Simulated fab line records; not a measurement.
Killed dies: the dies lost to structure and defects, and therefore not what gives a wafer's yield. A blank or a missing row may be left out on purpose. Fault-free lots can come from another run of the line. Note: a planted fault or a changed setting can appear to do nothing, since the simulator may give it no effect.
Problem report, 8D (eight disciplines) form, completed by code ; flow n5_finfet ; the parts of the form that need people (team, actions taken, sign-off) are left out

== 1. THE ISSUE ==
Wafers without a fault read 0.68 a.u., standard deviation 0.067; oes_product_au at N5_SD_EPI_N_ETCHBACK_44 reads a mean of 0.31 a.u. on 6 wafers belonging to 2 lots. That is -5.6 standard deviations from the usual mean.
The step: etches SiNx in CH3F/O2, stops on SiO2, target depth 14.5 nm.
Earliest sighting: wafer L587.2 on rie_diel-05 at day 4 23:28. Wafers with a number at this step in the record: 26, from 9 lots. Rule for "out", or "out of limits": more than 4 standard deviations from the usual mean. The rest of the wafers with a number are treated as sound.

== 2. WHAT IT IS; WHAT IT IS NOT ==
question;is;is not
which readings at this step;oes_product_au;bias_w, drypump_motor_current_A, rf_vpp_V, showerhead_plenum_p_Torr, throttle_valve_pct
which lots;L587, L588;L581, L582, L595, L599, L601, L602, L603
which wafers of those lots;all that have a number;-
read on which tools;rie_diel-05;rie_diel-01
when;from day 4 23:28;"up to then (6 sound wafers); but 14 sound wafers of L595, L599, L601, L602, L603 came after"

== 3. WHAT RULES OUT EACH SUSPECT ==
Counting: a tool at any process step up to the reading remains a suspect when it ran all the lots that are out and ran no sound lot after the first of those.
- rie_diel-05 at N5_SD_EPI_N_ETCH_35 (etches SOC in N2/H2, overetch 108 nm, time 486 s): ruled out as a lasting fault. After its first lot that is out, L587 (day 4 23:08), sound lots L595, L599, L601, L602, L603 ran on it.
- rie_diel-05 at N5_SD_EPI_N_ETCHBACK_44 (etches SiNx in CH3F/O2, stops on SiO2, target depth 14.5 nm): ruled out as a lasting fault. After its first lot that is out, L587 (day 4 23:28), sound lots L595, L599, L601, L602, L603 ran on it.
Left after counting: nothing in the record.

== 4. THE CAUSE (what the simulator had put in) ==
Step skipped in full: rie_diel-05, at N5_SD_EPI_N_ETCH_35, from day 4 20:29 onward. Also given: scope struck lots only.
Counting ruled it out, wrongly.

== 5. THE EFFECT CHAIN, in route order ==
Each row: a reading whose mean over the struck wafers that have a number lies more than 3 standard deviations from the usual. Only readings whose record carries a usual standard deviation are examined. hours: median over the lots of the time between each lot's start at the first step of this table that gives one and its start at this step. sigmas: the change, counted in usual standard deviations.
hours;step;reading;usual;on struck wafers;change;sigmas
0;N5_SD_EPI_N_ETCHBACK_44;oes_product_au;0.68 a.u.;0.31;-0.37;-5.6
234;N5_PASSIVATION_PROBE_49;defect_limited_yield;91.0 %;0.0;-91.0;-65
234;N5_PASSIVATION_PROBE_49;killed_at_front_end;40;1108;+1068;+97
234;N5_PASSIVATION_PROBE_49;killed_dies;106;1180;+1074;+63
234;N5_PASSIVATION_PROBE_49;killed_on_rim;14;152;+138;+35
234;N5_PASSIVATION_PROBE_49;sort_bin_5_function;5.3 %;96.3;+91.0;+91
234;N5_PASSIVATION_PROBE_49;sort_n_pass;1073;0;-1073;-56
234;N5_PASSIVATION_PROBE_49;sort_yield_pct;91.0 %;0.0;-91.0;-57
Here are the process steps it includes:
- N5_SD_EPI_N_ETCHBACK_44: etches SiNx in CH3F/O2, stops on SiO2, target depth 14.5 nm.
- N5_PASSIVATION_PROBE_49
Readings that are blank on the struck wafers while sound wafers have them: bias_w at N5_SD_EPI_N_ETCH_35; chamber_pressure_mTorr at N5_SD_EPI_N_ETCH_35; drypump_motor_current_A at N5_SD_EPI_N_ETCH_35; n2_flow_sccm at N5_SD_EPI_N_ETCH_35; oes_product_au at N5_SD_EPI_N_ETCH_35; rf_vpp_V at N5_SD_EPI_N_ETCH_35; showerhead_plenum_p_Torr at N5_SD_EPI_N_ETCH_35; throttle_valve_pct at N5_SD_EPI_N_ETCH_35.

== 6. WHAT WOULD HAVE CAUGHT IT SOONER ==
3 hours passed between the start of the fault at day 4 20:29 and the first reading out of limits in this record, taken at day 4 23:28.
At N5_SD_EPI_N_ETCH_35 the tool's readings are blank on the struck wafers, where sound wafers have them: an empty tool record is the first sign, and it was there at once.
